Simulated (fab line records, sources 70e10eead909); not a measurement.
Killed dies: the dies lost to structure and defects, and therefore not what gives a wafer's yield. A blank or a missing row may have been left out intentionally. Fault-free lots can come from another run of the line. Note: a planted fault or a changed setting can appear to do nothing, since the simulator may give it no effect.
Which of the tools did it? + flow nand-harc + 33 wafers from 11 lots sampled at 5 of the route's 1159 steps

== WHAT EACH GAUGE READ, for each wafer ==
NHARC_A_BONDPAD_CD_MEAS_13. Usual: 499.5 nm for cd-nm, sd 1.9.
| lot  | measured     | on        | cd-nm (nm)        | flag |
|------|--------------|-----------|-------------------|------|
| L212 | day 18 04:05 | cd-sem-01 | 497.8 495.8 496.1 |      |
| L213 | day 18 11:17 | cd-sem-03 | 499.2 497.7 500.6 |      |
| L214 | day 18 15:40 | cd-sem-02 | 500.3 500.3 497.6 |      |
| L215 | day 19 03:58 | cd-sem-02 | 499.0 500.9 498.6 |      |
| L217 | day 18 16:04 | cd-sem-02 | 500.7 500.8 500.0 |      |
| L218 | day 19 12:15 | cd-sem-02 | 499.3 496.9 499.2 |      |
| L219 | day 19 02:41 | cd-sem-03 | 501.7 500.9 501.5 |      |
| L228 | day 22 03:47 | cd-sem-01 | 502.3 500.4 502.5 |      |
| L233 | day 23 12:28 | cd-sem-01 | 501.4 498.8 500.7 |      |
| L234 | day 23 17:08 | cd-sem-03 | 499.0 501.6 497.9 |      |
| L235 | day 24 01:19 | cd-sem-02 | 498.4 498.6 501.0 |      |

NHARC_THIN_TSV_CD_MEAS_33: target cd 5000 nm. Usual: 5001.3 nm for cd-nm, sd 1.3.
| lot  | measured     | on        | cd-nm (nm)           | flag |
|------|--------------|-----------|----------------------|------|
| L212 | day 19 22:59 | cd-sem-02 | 5000.4 4999.8 4999.1 |      |
| L213 | day 19 21:46 | cd-sem-03 | 5001.7 5003.4 5003.5 |      |
| L214 | day 20 00:06 | cd-sem-03 | 5002.4 5000.6 5000.8 |      |
| L215 | day 20 02:28 | cd-sem-02 | 5001.8 5003.3 5002.0 |      |
| L217 | day 20 01:24 | cd-sem-02 | 4996.8 4999.2 5000.5 |      |
| L218 | day 20 10:56 | cd-sem-03 | 5001.0 5000.4 5000.8 |      |
| L219 | day 20 03:59 | cd-sem-01 | 4999.5 5001.7 5001.9 |      |
| L228 | day 22 22:48 | cd-sem-03 | 5000.8 5001.4 5000.5 |      |
| L233 | day 24 09:28 | cd-sem-01 | 5002.8 5000.8 5001.7 |      |
| L234 | day 24 14:46 | cd-sem-03 | 5002.4 5000.6 5001.9 |      |
| L235 | day 24 23:05 | cd-sem-01 | 5003.5 5002.7 5001.2 |      |

NHARC_END_SORT_01. Usual: killed-at-array 29, standard deviation 10; killed-at-other 0.7, standard deviation 1.1; killed-at-periphery 3.2, standard deviation 2.2; killed-dies 33, standard deviation 11; killed-open 3.5, standard deviation 1.8; killed-short 2.0, standard deviation 1.4.
| lot  | measured     | on        | killed-at-array | killed-at-other | killed-at-periphery | killed-dies | killed-open | killed-short | flag |
|------|--------------|-----------|-----------------|-----------------|---------------------|-------------|-------------|--------------|------|
| L218 | day 21 18:05 | prober-01 | 116 127 113     | 3 2 1           | 4 1 4               | 123 130 118 | 5 2 5       | 0 2 4        | OFF  |
| L219 | day 21 02:30 | prober-02 | 104 113 119     | 0 0 1           | 1 2 0               | 105 115 120 | 2 1 2       | 0 1 0        | OFF  |

== WHICH TOOL RAN EACH LOT (tool, then ch and the chambers of the sampled wafers, then the start) ==
| lot  | NHARC_A_CHANNEL_FILL_D1_ALD_15      | NHARC_THIN_TSV_PVD_19                   |
|------|-------------------------------------|-----------------------------------------|
| L212 | ald-sin-batch-01 ch 0, day 9 20:05  | pvd-sputter-02, day 19 22:59 or earlier |
| L213 | ald-sin-batch-01 ch 0, day 9 20:05  | pvd-sputter-03, day 19 21:46 or earlier |
| L214 | ald-sin-batch-01 ch 0, day 9 20:05  | pvd-sputter-02, day 20 00:06 or earlier |
| L215 | ald-sin-batch-02 ch 0, day 10 03:00 | pvd-sputter-02, day 20 02:28 or earlier |
| L217 | ald-sin-batch-02 ch 0, day 10 03:00 | pvd-sputter-01, day 20 01:24 or earlier |
| L218 | ald-sin-batch-02 ch 0, day 10 09:32 | pvd-sputter-02, day 20 10:56 or earlier |
| L219 | ald-sin-batch-02 ch 0, day 10 09:32 | pvd-sputter-03, day 20 03:59 or earlier |
| L228 | ald-sin-batch-01 ch 0, day 13 07:12 | pvd-sputter-02, day 22 22:48 or earlier |
| L233 | ald-sin-batch-02 ch 0, day 14 12:37 | pvd-sputter-01, day 24 09:28 or earlier |
| L234 | ald-sin-batch-02 ch 0, day 14 16:49 | pvd-sputter-02, day 24 14:46 or earlier |
| L235 | ald-sin-batch-02 ch 0, day 14 20:58 | pvd-sputter-01, day 24 23:05 or earlier |
- NHARC_A_CHANNEL_FILL_D1_ALD_15: deposits SiNx, target thk 2 nm, pulse time 60 s, ald cycles 19.
- NHARC_THIN_TSV_PVD_19: deposits TaN, target thk 20 nm.

== AS READ BY THE TOOLS THEMSELVES (means over the sampled wafers that have a number; for cases with no such wafer, the mark the record gives instead) ==
NHARC_A_CHANNEL_FILL_D1_ALD_15. Usual: 1.000 for precursor-pulse-height-rel, sd 0.021.
| lot  | tool             | precursor-pulse-height-rel | flag |
|------|------------------|----------------------------|------|
| L212 | ald-sin-batch-01 | 1.012                      |      |
| L213 | ald-sin-batch-01 | 1.013                      |      |
| L214 | ald-sin-batch-01 | 0.993                      |      |
| L215 | ald-sin-batch-02 | 1.014                      |      |
| L217 | ald-sin-batch-02 | 1.022                      |      |
| L218 | ald-sin-batch-02 | 1.014                      |      |
| L219 | ald-sin-batch-02 | 1.000                      |      |
| L228 | ald-sin-batch-01 | 1.012                      |      |
| L233 | ald-sin-batch-02 | 1.003                      |      |
| L234 | ald-sin-batch-02 | 0.997                      |      |
| L235 | ald-sin-batch-02 | 1.013                      |      |

NHARC_THIN_TSV_PVD_19. Usual: 30.0 % for throttle-valve-pct, sd 0.72.
| lot  | tool           | throttle-valve-pct (%) | flag |
|------|----------------|------------------------|------|
| L212 | pvd-sputter-02 | 29.3                   |      |
| L213 | pvd-sputter-03 | 30.6                   |      |
| L214 | pvd-sputter-02 | 30.1                   |      |
| L215 | pvd-sputter-02 | 29.9                   |      |
| L217 | pvd-sputter-01 | 31.0                   |      |
| L218 | pvd-sputter-02 | 29.5                   |      |
| L219 | pvd-sputter-03 | 30.8                   |      |
| L228 | pvd-sputter-02 | 29.5                   |      |
| L233 | pvd-sputter-01 | 30.5                   |      |
| L234 | pvd-sputter-02 | 29.3                   |      |
| L235 | pvd-sputter-01 | 30.4                   |      |

== THE ANSWER, worked out from the rows above alone ==
Rule: take the mean of a lot's wafers that have a number; if it is more than 3 standard deviations from the usual mean, the lot is off. A lot without any number at a reading at which 4 lots or more have one is off too. The other lots that the step has rows for count as sound. After the gauges, taken in route order, come the tools' own readings; for these a lot's mean is taken, as printed above. At the first step where some lot is off, the reading lying furthest off is the one used; lots without a number count as furthest.
Off, at NHARC_END_SORT_01 on killed-at-array: L218, L219. Neither off nor sound, because the step has no rows for them: L212, L213, L214, L215, L217, L228, L233, L234, L235.
If a tool, at a process step before that reading, ran all the lots that are off and no sound lot after the first of them, it fits. Gauges at NHARC_END_SORT_01: tried the same way as those tools. NHARC_THIN_TSV_PVD_19 gives no start for some lots, so the hours and the order of its lots are those of NHARC_THIN_TSV_CD_MEAS_33. One fits: ald-sin-batch-02 at NHARC_A_CHANNEL_FILL_D1_ALD_15. It ran no sound lot before its first lot that is off in this sample, so the start can't be narrowed down.

== WHAT WAS PUT IN BY THE SIMULATOR ==
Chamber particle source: ald-sin-batch-02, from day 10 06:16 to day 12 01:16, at NHARC_A_CHANNEL_FILL_D1_ALD_15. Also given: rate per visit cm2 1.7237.
Shown lots that were struck: L219, L218. The rule above found the same.
